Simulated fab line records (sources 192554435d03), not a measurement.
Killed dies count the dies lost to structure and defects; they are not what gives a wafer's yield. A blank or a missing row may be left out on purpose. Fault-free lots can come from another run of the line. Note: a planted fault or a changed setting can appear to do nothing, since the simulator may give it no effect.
Lot-split experiment | flow n5_finfet | route with 1938 steps; 7 lots, 21 wafers read

## THE SPLIT ITSELF
At N5_GATE_CUT_CMP_23 (polishes, stops on SiO2, t overpolish 23.4 s, target thk 16 nm), the setting down_force_psi was moved away from the recipe's 2.5 psi on 8 of the 21 wafers read, by +6.9% to +17.4%. For the rest of the wafers, this setting stayed at what the recipe calls for.

Reading taken at the split's own step.

## THE READING
SiNx_of_GATE_CUT_ALD_22.thk_nm (the simulator's own value, which no gauge read), in nm, at N5_GATE_CUT_CMP_23 (polishes, stops on SiO2, t overpolish 23.4 s, target thk 16 nm). The file does not state a usual value for it. Here, 13 wafers ran the recipe; their average is 16.0 nm with a standard deviation of 0.053 nm.

wafer  | tool, chamber at the split | down_force_psi as run, psi | against the recipe | SiNx_of_GATE_CUT_ALD_22.thk_nm, nm | against lot-mates on the recipe
L076.4 | cmp-04, 2                  | 2.924                      | +17.0%             | 15.6                               | -0.4
L076.6 | cmp-04, 2                  | 2.924                      | +17.0%             | 15.6                               | -0.4
L076.3 | cmp-04, 1                  | 2.5                        | recipe             | 16                                 | -
L080.3 | cmp-04, 3                  | 2.5                        | recipe             | 16                                 | -
L080.5 | cmp-04, 3                  | 2.5                        | recipe             | 16                                 | -
L080.1 | cmp-04, 0                  | 2.5                        | recipe             | 16.2                               | -
L081.1 | cmp-01, 3,1,2              | 2.5                        | recipe             | 16                                 | -
L081.4 | cmp-01, 3,1,2              | 2.5                        | recipe             | 16                                 | -
L081.2 | cmp-01, 3,1,2              | 2.5                        | recipe             | 16                                 | -
L084.2 | cmp-04, 0,1                | 2.672                      | +6.9%              | 16                                 | +0.0
L084.4 | cmp-04, 0,1                | 2.672                      | +6.9%              | 16                                 | +0.0
L084.3 | cmp-04, 2                  | 2.5                        | recipe             | 16                                 | -
L085.2 | cmp-01, 0,1                | 2.5                        | recipe             | 16                                 | -
L085.1 | cmp-01, 0,1                | 2.5                        | recipe             | 16                                 | -
L085.4 | cmp-01, 2                  | 2.936                      | +17.4%             | 15.6                               | -0.4
L093.2 | cmp-04, 1,0                | 2.5                        | recipe             | 16                                 | -
L093.3 | cmp-04, 1,0                | 2.5                        | recipe             | 16                                 | -
L093.5 | cmp-04, 1                  | 2.7                        | +8.0%              | 15.8                               | -0.2
L095.2 | cmp-02, 1                  | 2.5                        | recipe             | 16                                 | -
L095.1 | cmp-02, 0,2                | 2.871                      | +14.8%             | 15.8                               | -0.2
L095.5 | cmp-02, 0,2                | 2.871                      | +14.8%             | 15.8                               | -0.2
If several chambers appear in one row, that row covers several wafers at once and the file leaves open which wafer was in which chamber.

FIT RESULTS
A straight line over all 21 wafers: SiNx_of_GATE_CUT_ALD_22.thk_nm changes by -0.0208 nm for each +1% of down_force_psi; r = -0.90; the points scatter about the line by 0.072 nm.
The same after taking each lot's own level away (the mean of its wafers on the recipe; 21 wafers): -0.0198 nm for each +1%; r = -0.90; scatter 0.069 nm.
That fit puts the effect of the largest move of down_force_psi on the reading at 0.34 nm.
Measured against the standard deviation above, the lots' own levels, which go from 16.00 to 16.07 nm, span 1.3 times it.
Consequently the slope shifts little with the lot-to-lot level, the two slopes agreeing.
Check: -0.316 nm against its lot-mates is what the line predicts for one of the wafers moved furthest among these (+17.4%) when that wafer is left out of the fit. It came out at -0.4 nm against them.

## FURTHER SPLITS ON THESE WAFERS
Note: prior to the reading, these wafers also went through further splits. Each is held against what the fit with the lots' levels taken away leaves over:
other split on the same wafers        | wafers away from the commonest value | r with SiNx_of_GATE_CUT_ALD_22.thk_nm (lot level and that fit taken away)
N5_HKMG_FIN_DEVELOP_48 develop_time_s | 4                                    | +0.36
N5_GATE_CUT_ETCH_58 time_s            | 3                                    | +0.41
N5_GATE_CUT_CUT_ETCH_53 icp_w         | 6                                    | +0.14

## FILE'S OWN FIT
SiNx_of_GATE_CUT_ALD_22.thk_nm changes by -0.0198 nm for each +1% of down_force_psi, r = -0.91.
